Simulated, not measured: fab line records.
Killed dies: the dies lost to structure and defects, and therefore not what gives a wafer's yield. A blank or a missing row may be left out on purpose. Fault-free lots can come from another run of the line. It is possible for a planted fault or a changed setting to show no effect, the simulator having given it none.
Which tool is to blame?	flow n5Finfet	24 lots, 72 wafers sampled, at 6 steps of a route of 1938

== WHAT THE GAUGES SHOWED, per wafer ==
N5_BEOL_M7_CD_MEAS_35: the cd target is 40 nm. Usual: cdNm 40.3 nm, standard deviation 0.63.
lot	measured	on	cdNm (nm)	flag
L074	day 8 13:57	cdSem-02	41.1 41.0 41.6	
L075	day 8 18:35	cdSem-03	39.8 39.6 40.5	
L076	day 8 18:41	cdSem-01	40.3 40.1 39.5	
L077	day 9 13:26	cdSem-01	40.4 40.1 40.3	
L078	day 9 21:48	cdSem-01	39.5 39.6 38.7	
L079	day 9 22:45	cdSem-03	40.8 41.0 40.4	
L080	day 10 01:43	cdSem-02	40.8 39.2 40.1	
L081	day 10 11:58	cdSem-03	39.1 40.1 38.7	
L083	day 10 15:29	cdSem-03	39.3 40.0 40.8	
L082	day 10 20:17	cdSem-02	39.7 39.7 39.6	
L084	day 10 20:41	cdSem-02	39.6 39.7 39.3	
L085	day 11 09:13	cdSem-02	40.8 40.2 40.6	
L086	day 11 17:52	cdSem-02	40.0 40.0 40.1	
L087	day 11 23:02	cdSem-01	40.1 40.3 39.9	
L088	day 12 06:38	cdSem-03	41.0 40.7 40.1	
L090	day 12 06:49	cdSem-03	41.1 41.0 40.5	
L091	day 12 13:49	cdSem-03	41.0 40.0 40.2	
L089	day 12 16:06	cdSem-02	40.5 40.8 41.2	
L092	day 12 20:40	cdSem-02	40.0 40.8 39.9	
L093	day 13 05:52	cdSem-02	40.0 39.8 40.3	
L094	day 13 08:53	cdSem-01	40.4 41.2 41.0	
L095	day 13 14:23	cdSem-02	41.0 41.2 41.3	
L096	day 14 08:54	cdSem-03	40.5 40.1 40.6	
L097	day 14 19:04	cdSem-03	41.4 40.2 40.0	

== WHAT TOOL EACH LOT RAN ON (gives the tool, then ch and the chambers of the sampled wafers, and finally the start) ==
lot	N5_BEOL_M6_DEGAS_44	N5_BEOL_M6_SPUTTER_48	N5_BEOL_M6_CMP_52	N5_BEOL_M7_ETCH_72	N5_BEOL_M7_STRIP_80
L074	pvdSputter-03, day 8 08:07	pvdSputter-02, day 8 08:49	cmp-04 ch 1,2,3, day 8 09:58	rieDiel-03 ch 0,1,3, day 8 13:24	rieDiel-03 ch 0,1,3, day 8 13:57 or earlier
L075	pvdSputter-02, day 8 11:52	pvdSputter-03, day 8 12:47	cmp-02 ch 0,3, day 8 13:56	rieDiel-01 ch 1,2, day 8 18:02	rieDiel-01 ch 1,2, day 8 18:35 or earlier
L076	pvdSputter-03, day 8 13:22	pvdSputter-02, day 8 14:16	cmp-02 ch 1,2,3, day 8 14:52	rieDiel-03 ch 2,3, day 8 18:07	rieDiel-03 ch 2,3, day 8 18:41 or earlier
L077	pvdSputter-02, day 9 03:07	pvdSputter-01, day 9 03:46	cmp-04 ch 1,2, day 9 04:32	rieDiel-03 ch 0,2,3, day 9 12:53	rieDiel-03 ch 0,2,3, day 9 13:26 or earlier
L078	pvdSputter-03, day 9 13:53	pvdSputter-03, day 9 16:07	cmp-03 ch 0,1, day 9 17:26	rieDiel-03 ch 0,1,3, day 9 21:15	rieDiel-03 ch 0,1,3, day 9 21:48 or earlier
L079	pvdSputter-01, day 9 14:19	pvdSputter-01, day 9 16:27	cmp-03 ch 0,1,3, day 9 18:06	rieDiel-03 ch 1,2,3, day 9 22:12	rieDiel-03 ch 1,2,3, day 9 22:45 or earlier
L080	pvdSputter-03, day 9 20:16	pvdSputter-01, day 9 20:59	cmp-03 ch 1,2,3, day 9 21:32	rieDiel-01 ch 0,1, day 10 01:10	rieDiel-01 ch 0,1, day 10 01:43 or earlier
L081	pvdSputter-01, day 10 06:27	pvdSputter-01, day 10 07:17	cmp-03 ch 0,1,2, day 10 08:17	rieDiel-01 ch 0,2,3, day 10 11:25	rieDiel-01 ch 0,2,3, day 10 11:58 or earlier
L083	pvdSputter-03, day 10 09:04	pvdSputter-02, day 10 09:42	cmp-04 ch 0,1, day 10 10:45	rieDiel-05 ch 0,1,3, day 10 14:56	rieDiel-05 ch 0,1,3, day 10 15:29 or earlier
L082	pvdSputter-03, day 10 13:02	pvdSputter-02, day 10 14:38	cmp-03 ch 0,2,3, day 10 15:12	rieDiel-01 ch 1,3, day 10 19:44	rieDiel-01 ch 1,3, day 10 20:17 or earlier
L084	pvdSputter-03, day 10 15:19	pvdSputter-03, day 10 16:13	cmp-03 ch 0,1,3, day 10 16:49	rieDiel-01 ch 0,1,3, day 10 20:08	rieDiel-01 ch 0,1,3, day 10 20:41 or earlier
L085	pvdSputter-03, day 11 01:02	pvdSputter-03, day 11 01:47	cmp-04 ch 1,3, day 11 02:29	rieDiel-03 ch 0,1, day 11 08:40	rieDiel-03 ch 0,1, day 11 09:13 or earlier
L086	pvdSputter-03, day 11 09:49	pvdSputter-02, day 11 10:38	cmp-02 ch 0,2,3, day 11 11:30	rieDiel-05 ch 0,1,3, day 11 17:19	rieDiel-05 ch 0,1,3, day 11 17:52 or earlier
L087	pvdSputter-03, day 11 18:18	pvdSputter-03, day 11 19:00	cmp-04 ch 0,2,3, day 11 19:40	rieDiel-05 ch 0,2, day 11 22:29	rieDiel-05 ch 0,2, day 11 23:02 or earlier
L088	pvdSputter-02, day 11 23:19	pvdSputter-03, day 12 00:26	cmp-03 ch 0,1,3, day 12 00:59	rieDiel-05 ch 0,1,2, day 12 06:05	rieDiel-05 ch 0,1,2, day 12 06:38 or earlier
L090	pvdSputter-03, day 11 23:35	pvdSputter-03, day 12 00:31	cmp-04 ch 0,2, day 12 01:10	rieDiel-03 ch 0,1,2, day 12 06:16	rieDiel-03 ch 0,1,2, day 12 06:49 or earlier
L091	pvdSputter-01, day 12 07:37	pvdSputter-03, day 12 08:22	cmp-03 ch 1,2,3, day 12 09:13	rieDiel-05 ch 0,1,3, day 12 13:16	rieDiel-05 ch 0,1,3, day 12 13:49 or earlier
L089	pvdSputter-01, day 12 10:55	pvdSputter-02, day 12 11:30	cmp-02 ch 0,1, day 12 12:02	rieDiel-01 ch 0,1,2, day 12 15:33	rieDiel-01 ch 0,1,2, day 12 16:06 or earlier
L092	pvdSputter-01, day 12 14:07	pvdSputter-01, day 12 15:12	cmp-03 ch 0,1,3, day 12 15:53	rieDiel-05 ch 2,3, day 12 20:08	rieDiel-05 ch 2,3, day 12 20:40 or earlier
L093	pvdSputter-01, day 12 22:55	pvdSputter-03, day 12 23:43	cmp-02 ch 2,3, day 13 00:14	rieDiel-01 ch 0,3, day 13 05:19	rieDiel-01 ch 0,3, day 13 05:52 or earlier
L094	pvdSputter-02, day 13 03:16	pvdSputter-02, day 13 03:55	cmp-03 ch 0,2, day 13 04:29	rieDiel-05 ch 0,3, day 13 08:20	rieDiel-05 ch 0,3, day 13 08:53 or earlier
L095	pvdSputter-02, day 13 09:49	pvdSputter-03, day 13 10:27	cmp-04 ch 0,2,3, day 13 10:58	rieDiel-01 ch 0,1,2, day 13 13:50	rieDiel-01 ch 0,1,2, day 13 14:23 or earlier
L096	pvdSputter-01, day 14 00:01	pvdSputter-03, day 14 00:36	cmp-03 ch 1,2,3, day 14 01:22	rieDiel-01 ch 0,2,3, day 14 08:21	rieDiel-01 ch 0,2,3, day 14 08:54 or earlier
L097	pvdSputter-03, day 14 12:56	pvdSputter-03, day 14 13:46	cmp-03 ch 0,1,2, day 14 14:37	rieDiel-05 ch 0,2, day 14 18:31	rieDiel-05 ch 0,2, day 14 19:04 or earlier
- N5_BEOL_M6_DEGAS_44: time 60 s.
- N5_BEOL_M6_SPUTTER_48: material Cu, target thk 10 nm, time 1.667 s.
- N5_BEOL_M6_CMP_52: polishes, stops on SiCOH lowk, t overpolish 6.9 s, target thk 80 nm.
- N5_BEOL_M7_ETCH_72: etches underlayer in N2/H2, target depth 6.5 nm, time 5.2 s.
- N5_BEOL_M7_STRIP_80: strips in N2/H2, time 10 s.

== WHAT THE TOOLS THEMSELVES READ (means of the sampled wafers that have a number; where no wafer has one, the mark that the record gives instead) ==
N5_BEOL_M6_DEGAS_44. Usual: heaterPowerW 334 W, standard deviation 24.
lot	tool	heaterPowerW (W)	flag
L074	pvdSputter-03	350	
L075	pvdSputter-02	328	
L076	pvdSputter-03	355	
L077	pvdSputter-02	329	
L078	pvdSputter-03	320	
L079	pvdSputter-01	320	
L080	pvdSputter-03	327	
L081	pvdSputter-01	354	
L083	pvdSputter-03	359	
L082	pvdSputter-03	336	
L084	pvdSputter-03	335	
L085	pvdSputter-03	353	
L086	pvdSputter-03	335	
L087	pvdSputter-03	332	
L088	pvdSputter-02	323	
L090	pvdSputter-03	341	
L091	pvdSputter-01	320	
L089	pvdSputter-01	326	
L092	pvdSputter-01	327	
L093	pvdSputter-01	337	
L094	pvdSputter-02	332	
L095	pvdSputter-02	323	
L096	pvdSputter-01	324	
L097	pvdSputter-03	348	

N5_BEOL_M6_SPUTTER_48. Usual: cathodeDcPowerW 26000 W, standard deviation 4.3; throttleValvePct 29.6 %, standard deviation 1.2.
lot	tool	cathodeDcPowerW (W)	throttleValvePct (%)	flag
L074	pvdSputter-02	26002	28.9	
L075	pvdSputter-03	26003	30.3	
L076	pvdSputter-02	26000	29.5	
L077	pvdSputter-01	25999	29.8	
L078	pvdSputter-03	25999	29.2	
L079	pvdSputter-01	25999	28.6	
L080	pvdSputter-01	26001	29.2	
L081	pvdSputter-01	25997	29.8	
L083	pvdSputter-02	26002	30.1	
L082	pvdSputter-02	25999	29.6	
L084	pvdSputter-03	25999	29.3	
L085	pvdSputter-03	26002	30.2	
L086	pvdSputter-02	26000	28.9	
L087	pvdSputter-03	26000	29.5	
L088	pvdSputter-03	26001	29.3	
L090	pvdSputter-03	26000	30.2	
L091	pvdSputter-03	26001	29.3	
L089	pvdSputter-02	26003	30.1	
L092	pvdSputter-01	26001	29.0	
L093	pvdSputter-03	26004	29.6	
L094	pvdSputter-02	25997	29.5	
L095	pvdSputter-03	26001	30.1	
L096	pvdSputter-03	25995	29.4	
L097	pvdSputter-03	26002	31.5	

N5_BEOL_M6_CMP_52. Usual: barrierFieldEndpointS 28.6 s, standard deviation 0.74; motorCurrentA 5.9 A, standard deviation 0.59; overpolishRunS 6.900 s, standard deviation 0.0087; timeToEndpointS 61 s, standard deviation 3.4.
lot	tool	barrierFieldEndpointS (s)	motorCurrentA (A)	overpolishRunS (s)	timeToEndpointS (s)	flag
L074	cmp-04	29.7	6.1	6.906	66	
L075	cmp-02	28.7	6.2	6.898	62	
L076	cmp-02	29.0	5.7	6.900	61	
L077	cmp-04	27.8	5.9	6.893	59	
L078	cmp-03	27.8	5.4	6.896	60	
L079	cmp-03	28.9	5.4	6.897	59	
L080	cmp-03	28.9	5.8	6.900	64	
L081	cmp-03	28.3	5.7	6.907	62	
L083	cmp-04	28.1	6.0	6.908	59	
L082	cmp-03	28.6	5.8	6.906	60	
L084	cmp-03	28.4	5.4	6.902	61	
L085	cmp-04	27.7	6.8	6.908	57	
L086	cmp-02	28.9	5.9	6.909	62	
L087	cmp-04	27.9	6.5	6.901	61	
L088	cmp-03	28.4	5.6	6.901	64	
L090	cmp-04	28.4	5.9	6.897	60	
L091	cmp-03	29.6	5.6	6.901	62	
L089	cmp-02	28.8	5.6	6.893	63	
L092	cmp-03	28.6	5.5	6.905	65	
L093	cmp-02	29.5	5.6	6.894	65	
L094	cmp-03	28.8	5.5	6.896	59	
L095	cmp-04	28.2	6.4	6.890	58	
L096	cmp-03	28.8	5.5	6.900	63	
L097	cmp-03	27.8	5.5	6.899	58	

N5_BEOL_M7_ETCH_72. Usual: value, then standard deviation, for each; chamberPressureMTorr 30.00 mTorr / 0.041; drypumpMotorCurrentA 5.6 A / 0.51; etchRfOnTimeS 5.19 s / 0.12; oesProductAu 0.66 a.u. / 0.063; rfVppV 523 V / 3.1; showerheadPlenumPTorr 2.53 Torr / 0.1; throttleValvePct 17.85 % / 0.24.
lot	tool	chamberPressureMTorr (mTorr)	drypumpMotorCurrentA (A)	etchRfOnTimeS (s)	oesProductAu (a.u.)	rfVppV (V)	showerheadPlenumPTorr (Torr)	throttleValvePct (%)	flag
L074	rieDiel-03	30.00	5.8	5.20	0.67	525	2.56	17.96	
L075	rieDiel-01	30.01	5.3	5.19	0.64	523	2.53	18.21	
L076	rieDiel-03	30.05	5.3	5.26	0.61	525	2.55	17.83	
L077	rieDiel-03	30.02	5.5	5.25	0.62	522	2.53	17.88	
L078	rieDiel-03	29.94	5.8	5.32	0.65	525	2.55	17.99	
L079	rieDiel-03	29.99	5.5	5.29	0.65	522	2.51	17.82	
L080	rieDiel-01	30.04	5.5	5.06	0.74	525	2.58	17.86	
L081	rieDiel-01	30.03	5.1	5.25	0.63	523	2.51	18.16	
L083	rieDiel-05	29.98	5.8	5.18	0.64	524	2.54	17.66	
L082	rieDiel-01	30.00	5.5	5.19	0.63	521	2.48	17.89	
L084	rieDiel-01	30.01	5.3	5.10	0.68	523	2.53	17.96	
L085	rieDiel-03	30.00	6.0	5.41	0.64	524	2.53	18.06	
L086	rieDiel-05	29.99	5.8	5.15	0.63	524	2.54	17.67	
L087	rieDiel-05	30.01	6.4	5.03	0.67	526	2.55	17.62	
L088	rieDiel-05	29.99	6.1	5.12	0.67	524	2.56	17.68	
L090	rieDiel-03	30.03	5.7	5.30	0.65	523	2.48	17.90	
L091	rieDiel-05	29.98	5.8	5.14	0.64	523	2.54	17.67	
L089	rieDiel-01	30.04	5.2	5.11	0.75	524	2.55	17.99	
L092	rieDiel-05	30.02	6.1	5.14	0.62	526	2.62	17.53	
L093	rieDiel-01	29.95	5.0	5.21	0.67	524	2.53	18.08	
L094	rieDiel-05	30.00	5.7	5.11	0.62	520	2.42	17.73	
L095	rieDiel-01	29.99	5.3	5.11	0.74	524	2.55	18.00	
L096	rieDiel-01	29.98	5.1	5.26	0.68	522	2.50	18.06	
L097	rieDiel-05	30.02	6.0	5.11	0.64	522	2.44	17.77	

N5_BEOL_M7_STRIP_80. Usual: chamberPressureMTorr 20.002 mTorr, standard deviation 0.017; drypumpMotorCurrentA 5.6 A, standard deviation 0.51; oesProductAu 0.77 a.u., standard deviation 0.074; rfVppV 59.2 V, standard deviation 0.9; showerheadPlenumPTorr 2.53 Torr, standard deviation 0.1; throttleValvePct 23.7 %, standard deviation 0.38.
lot	tool	chamberPressureMTorr (mTorr)	drypumpMotorCurrentA (A)	oesProductAu (a.u.)	rfVppV (V)	showerheadPlenumPTorr (Torr)	throttleValvePct (%)	flag
L074	rieDiel-03	20.002	5.8	0.78	58.9	2.55	23.9	
L075	rieDiel-01	20.004	5.3	0.75	59.0	2.53	24.0	
L076	rieDiel-03	19.998	5.3	0.72	59.7	2.54	23.5	
L077	rieDiel-03	20.006	5.4	0.73	59.3	2.52	23.6	
L078	rieDiel-03	20.016	5.8	0.77	58.9	2.55	23.9	
L079	rieDiel-03	19.982	5.5	0.78	59.4	2.51	23.6	
L080	rieDiel-01	19.994	5.5	0.84	59.2	2.58	23.7	
L081	rieDiel-01	20.020	5.1	0.73	59.2	2.50	24.1	
L083	rieDiel-05	20.008	5.8	0.75	59.9	2.54	23.4	
L082	rieDiel-01	19.998	5.5	0.73	59.2	2.47	23.7	
L084	rieDiel-01	20.006	5.3	0.77	59.0	2.52	23.8	
L085	rieDiel-03	20.004	6.0	0.77	58.6	2.52	24.0	
L086	rieDiel-05	20.005	5.8	0.74	59.4	2.54	23.4	
L087	rieDiel-05	20.009	6.4	0.78	59.3	2.55	23.4	
L088	rieDiel-05	20.006	6.2	0.77	59.6	2.56	23.5	
L090	rieDiel-03	20.007	5.7	0.76	58.7	2.47	23.7	
L091	rieDiel-05	19.998	5.8	0.74	59.8	2.53	23.4	
L089	rieDiel-01	20.006	5.2	0.87	59.6	2.54	23.9	
L092	rieDiel-05	19.976	6.1	0.72	59.3	2.61	23.1	
L093	rieDiel-01	20.016	5.1	0.76	59.7	2.53	24.0	
L094	rieDiel-05	20.012	5.7	0.72	58.5	2.42	23.5	
L095	rieDiel-01	20.000	5.2	0.86	59.0	2.54	23.9	
L096	rieDiel-01	20.007	5.1	0.81	59.2	2.49	24.0	
L097	rieDiel-05	19.995	6.0	0.74	58.9	2.44	23.6	

== THE ANSWER, worked out from the rows above alone ==
Rule: a lot is off if the mean of its wafers that have a number lies more than 3 standard deviations from the usual mean. Also off: a lot with no number at a reading for which 4 or more lots have one. Any other lot the step has rows for is counted as sound. Order of review: gauges by route order, followed by the tools' own readings, for which a lot's mean as printed above is used. The first step at which some lot is off is used, and at that step the reading that is off furthest; a lot without a number counts as furthest.
Nothing can be told from this: no lot is off at any reading shown.

== WHAT THE SIMULATOR HAD INSERTED ==
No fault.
